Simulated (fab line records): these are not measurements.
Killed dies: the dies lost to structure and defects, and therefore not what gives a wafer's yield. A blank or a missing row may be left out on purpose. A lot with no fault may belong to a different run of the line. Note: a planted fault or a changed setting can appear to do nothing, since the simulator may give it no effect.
A lot that was struck, set against a sound lot | flow n5Finfet | 44 steps out of a route of 1938
Sound: the wafers L824.1, L824.2, L824.3. Struck: wafer L832.1 (left out: L832.3, L832.6 of the same lot, which were not struck); the cause appears at the end.
Per side, at each step with rows, come the tool, then ch with its chambers, and then its first start. Under that, the readings that differ: sound wafers | struck wafers | difference of the means | sigmas: that difference in standard deviations of wafers without a fault.
alike: a reading whose means differ by less than 2 such deviations, as well as words and numbers matching on both sides. not compared: withheld readings; readings where some wafer has no value; bounds like >300 that might hide an equal value; numbers whose values overlap and for which the record gives no deviation.
Wherever a step has rows on one side only, a row that says differs or no value, or a row with sigmas, the two part there. When numbers do not overlap yet have no deviation, they are printed without sigmas and do not part them. A reading missing from all wafers of one side parts the sides only when that side holds two or more wafers.

first, 2 steps without rows for these wafers: N5_BEOL_M8_SPUTTER_48 (material Cu, target thk 10 nm, time 1.667 s); N5_BEOL_M8_ECD_50 (material Cu, target thk 300 nm).
N5_BEOL_M8_ANNEAL_51: time 90 s.
  sound on rtpAnneal-02 ch 0, day 10 17:58; struck on rtpAnneal-02 ch 0, day 12 12:10
  alike: wafer_temp_C_max
then, 1 step without rows for these wafers: N5_BEOL_M8_CMP_52 (polishes, stops on SiCOH lowk, t overpolish 6.9 s, target thk 80 nm).
N5_BEOL_M8_THK_MEAS_53: measures by xrf.
  sound on filmMetro-02, day 10 18:34; struck on filmMetro-01, day 12 13:01
  alike: M8_THK
then, 2 steps without rows for these wafers: N5_BEOL_M8_PRE_CLEAN_55 (time 15 s); N5_BEOL_M8_DEP_56 (deposits SiCN from 3MS/NH3, target thk 10 nm, time 17.5 s).
N5_BEOL_M8_RS_MEAS_57: the measuring method here is four-point-probe.
  sound on filmMetro-02, day 10 18:41; struck on filmMetro-02, day 12 13:11
  alike: M8_RS
N5_BEOL_M8_INSPECT_58: inspects for defects (darkfield).
  sound on defectInspect-02, day 10 18:43; struck on defectInspect-02, day 12 13:13
reading        | sound    | struck | difference | sigmas
rawDefectCount | 59 56 67 | 127    | +66        | +3
N5_BEOL_M9_ILD_DEP_00: deposits SiCOH lowk from DEMS/porogen, target thk 308.51 nm, time 58 s.
  sound on pecvd-02 ch 1,2, day 10 18:45; struck on pecvd-02 ch 1, day 12 13:15
  alike: heaterPowerW, showerheadPlenumPTorr, throttleValvePct
N5_BEOL_M9_CURE_71: cures SiCOH lowk, time 240 s.
  sound on uvCure-03 ch 0, day 10 18:56; struck on uvCure-03 ch 2, day 12 13:21
reading          | sound             | struck | difference | sigmas
lampPowerPct (%) | 52.30 52.42 52.36 | 52.25  | -0.11      | -2
  alike: wafer_temp_C_max
N5_BEOL_M9_THK_MEAS_01:
  sound on filmMetro-01, day 10 19:27; struck on filmMetro-01, day 12 13:52
  alike: M9_ILD_THK
N5_BEOL_M9_PECVD_70: deposits SiO2 from TEOS/O2, target thk 20 nm, time 22.7 s.
  sound on pecvd-01 ch 0,1,2, day 10 19:29; struck on pecvd-01 ch 0, day 12 13:54
reading                                   | sound        | struck | difference | sigmas
model.SiO2_of_BEOL_M9_PECVD_70.thkNm (nm) | 19.8 20 19.2 | 18.6   | -1.1       | 
  alike: heaterPowerW, showerheadPlenumPTorr, throttleValvePct
then, 9 steps without rows for these wafers: N5_BEOL_M9_HM_DEP_02 (deposits TiN, target thk 20 nm); N5_BEOL_M9_COAT_59 (time 60 s, resist thk 100 nm); N5_BEOL_M9_COAT_60 (time 60 s, resist thk 30 nm); N5_BEOL_M9_COAT_05 (resist thk 90 nm); N5_BEOL_M9_EBR_07; N5_BEOL_M9_SOFTBAKE_06 (time 60 s); N5_BEOL_M9_EXPOSE_08 (exposes mask M9); N5_BEOL_M9_PEB_09 (peb time 60 s); N5_BEOL_M9_DEVELOP_10 (develop time 30 s).
N5_BEOL_M9_CD_MEAS_11 targets a cd of 64.1 nm.
  sound on cdSem-01 ch 0, day 10 20:14; struck on cdSem-01 ch 0, day 12 14:20
  alike: cdNm
N5_BEOL_M9_OVL_MEAS_12:
  sound on overlay-01 ch 0, day 10 20:16; struck on overlay-01 ch 0, day 12 14:22
  alike: M9_OVL
N5_BEOL_M9_INSPECT_13: inspects for defects (brightfield).
  sound on defectInspect-01, day 10 20:18; struck on defectInspect-02, day 12 14:23
  alike: rawDefectCount
then, 5 steps without rows for these wafers: N5_BEOL_M9_DESCUM_16 (chemistry O2, time 7.9 s); N5_BEOL_M9_ETCH_61 (etches SiARC in CF4, target depth 39 nm, time 65 s); N5_BEOL_M9_ETCH_62 (etches SOC in N2/H2, target depth 110 nm, overetch 22 nm, time 165 s); N5_BEOL_M9_STRIP_68 (strips in N2/H2); N5_BEOL_M9_STRIP_67 (strips in CF4).
N5_BEOL_M9_HM_OPEN_17: chemistry Cl2/BCl3, target TiN, target depth 20 nm, overetch 6 nm.
  sound on rieMetal-01 ch 0,1, day 10 20:36; struck on rieMetal-01 ch 0, day 12 14:41
  alike: drypumpMotorCurrentA, oesProductAu, throttleValvePct
  not compared: rfHoursCounterH
N5_BEOL_M9_STRIP_19: strips in O2.
  sound on rieDiel-01 ch 0,2,3, day 10 20:43; struck on rieDiel-02 ch 3, day 12 14:59
reading             | sound       | struck | difference | sigmas
rfHoursCounterH (h) | 231 239 48  | 247    | +74        | 
rfVppV (V)          | 3.4 2.8 3.6 | 4.6    | +1.3       | +2
  alike: drypumpMotorCurrentA, oesProductAu, showerheadPlenumPTorr, throttleValvePct
N5_BEOL_M9_CD_MEAS_18: pitch 140 nm, target cd 70 nm.
  sound on cdSem-03, day 10 20:47; struck on cdSem-03, day 12 15:03
  alike: cdNm
then, 9 steps without rows for these wafers: N5_BEOL_M9_COAT_63 (time 60 s, resist thk 60 nm); N5_BEOL_M9_COAT_64 (time 60 s, resist thk 12 nm); N5_BEOL_M9_COAT_75 (time 60 s, resist thk 5 nm); N5_BEOL_M9_COAT_22 (resist thk 30 nm); N5_BEOL_M9_EBR_24; N5_BEOL_M9_SOFTBAKE_23 (time 60 s); N5_BEOL_M9_EXPOSE_25 (exposes mask V8); N5_BEOL_M9_PEB_26 (peb time 60 s); N5_BEOL_M9_DEVELOP_27 (develop time 30 s).
N5_BEOL_M9_HM_STRIP_39: strips TiN in peroxide tin strip, target depth 25 nm, time 158 s.
  sound on wetBench-04 ch 1,4,5, day 10 21:52; struck on wetBench-06 ch 4, day 12 16:55
reading                                   | sound          | struck | difference | sigmas
model.SiO2_of_BEOL_M9_PECVD_70.thkNm (nm) | 19.6 19.8 19.2 | 18.4   | -1.1       | 
following that, these wafers have no rows for 1 step: N5_PASSIVATION_PROBE_49.

## WHERE THEY PART
At N5_BEOL_M8_INSPECT_58 first; at N5_BEOL_M9_STRIP_19 last (within this record only). Later steps at which nothing parts them and some readings are alike: N5_BEOL_M9_CD_MEAS_18.

WHY: what the simulator had put in
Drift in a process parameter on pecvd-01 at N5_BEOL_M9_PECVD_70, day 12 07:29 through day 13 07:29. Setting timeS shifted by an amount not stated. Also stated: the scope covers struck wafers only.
